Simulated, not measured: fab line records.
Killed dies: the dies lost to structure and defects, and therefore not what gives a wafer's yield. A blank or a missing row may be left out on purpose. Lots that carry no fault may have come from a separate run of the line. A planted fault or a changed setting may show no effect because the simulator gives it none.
Matching of chambers | flow n5 finfet | N5_BEOL_M0_SAQP_STRIP_75 on rie diel-04 has 4 sister chambers
The step strips in CF4. 14 wafers are shown with their chamber, then 7 later ones without.

## WAFERS PAIRED WITH THEIR CHAMBERS
wafer  | chamber | drypump motor current A (A) | showerhead plenum p Torr (Torr) | rf fwd power W (W)
L075.3 | 0       | 6.5                         | 1.83                            | 297.9
L075.4 | 1       | 4.7                         | 1.83                            | 295.6
L075.5 | 1       | 4.7                         | 1.83                            | 295.9
L081.2 | 0       | 6.4                         | 1.83                            | 298.2
L081.3 | 1       | 4.7                         | 1.83                            | 294.6
L081.4 | 3       | 5.5                         | 1.83                            | 292.8
L086.1 | 0       | 6.5                         | 1.82                            | 297.5
L086.4 | 0       | 6.4                         | 1.82                            | 298.6
L086.5 | 2       | 5.4                         | 1.89                            | 297.3
L094.2 | 2       | 5.4                         | 1.89                            | 296.3
L094.4 | 3       | 5.5                         | 1.82                            | 291.1
L094.5 | 0       | 6.4                         | 1.82                            | 294.9
L095.1 | 1       | 4.7                         | 1.82                            | 295.4
L095.3 | 2       | 5.4                         | 1.89                            | 296.3

SIGNATURES (averages over the wafers above)
reading                  | chamber 0 | chamber 1 | chamber 2 | chamber 3 | scatter within a chamber
drypump motor current A  | 6.440     | 4.700     | 5.400     | 5.500     | 0.0346
showerhead plenum p Torr | 1.8240    | 1.8275    | 1.8900    | 1.8250    | 0.00495
rf fwd power W           | 297.420   | 295.375   | 296.633   | 291.950   | 1.08
Rule: for a wafer and a chamber, the distance is found by dividing, reading by reading, the gap between the wafer's reading and the chamber's mean by the reading's scatter, squaring, summing and taking the root. The wafer belongs to the nearest chamber; if the next one is less than 2 further off, it can't be placed. The scatter: take each reading less its chamber's mean, square it, sum over the shown wafers, divide by the number of wafers less the number of chambers, and take the root.

## WAFERS WHOSE CHAMBER IS MISSING
wafer  | drypump motor current A (A) | showerhead plenum p Torr (Torr) | rf fwd power W (W)
L095.6 | 4.7                         | 1.82                            | 295.9
L096.1 | 5.4                         | 1.89                            | 296.5
L096.2 | 4.7                         | 1.82                            | 294.6
L096.4 | 6.4                         | 1.82                            | 296.9
L097.1 | 5.5                         | 1.82                            | 291.8
L097.4 | 4.7                         | 1.82                            | 294.4
L097.6 | 5.4                         | 1.89                            | 296.5

## WHICH CHAMBER EACH ONE RAN IN
wafer  | from the rows above | in truth
L095.6 | 1                   | 1
L096.1 | 2                   | 2
L096.2 | 1                   | 1
L096.4 | 0                   | 0
L097.1 | 3                   | 3
L097.4 | 1                   | 1
L097.6 | 2                   | 2
Placed correctly: 7 of 7. From these rows, 0 cannot be placed. Number placed wrongly: 0.
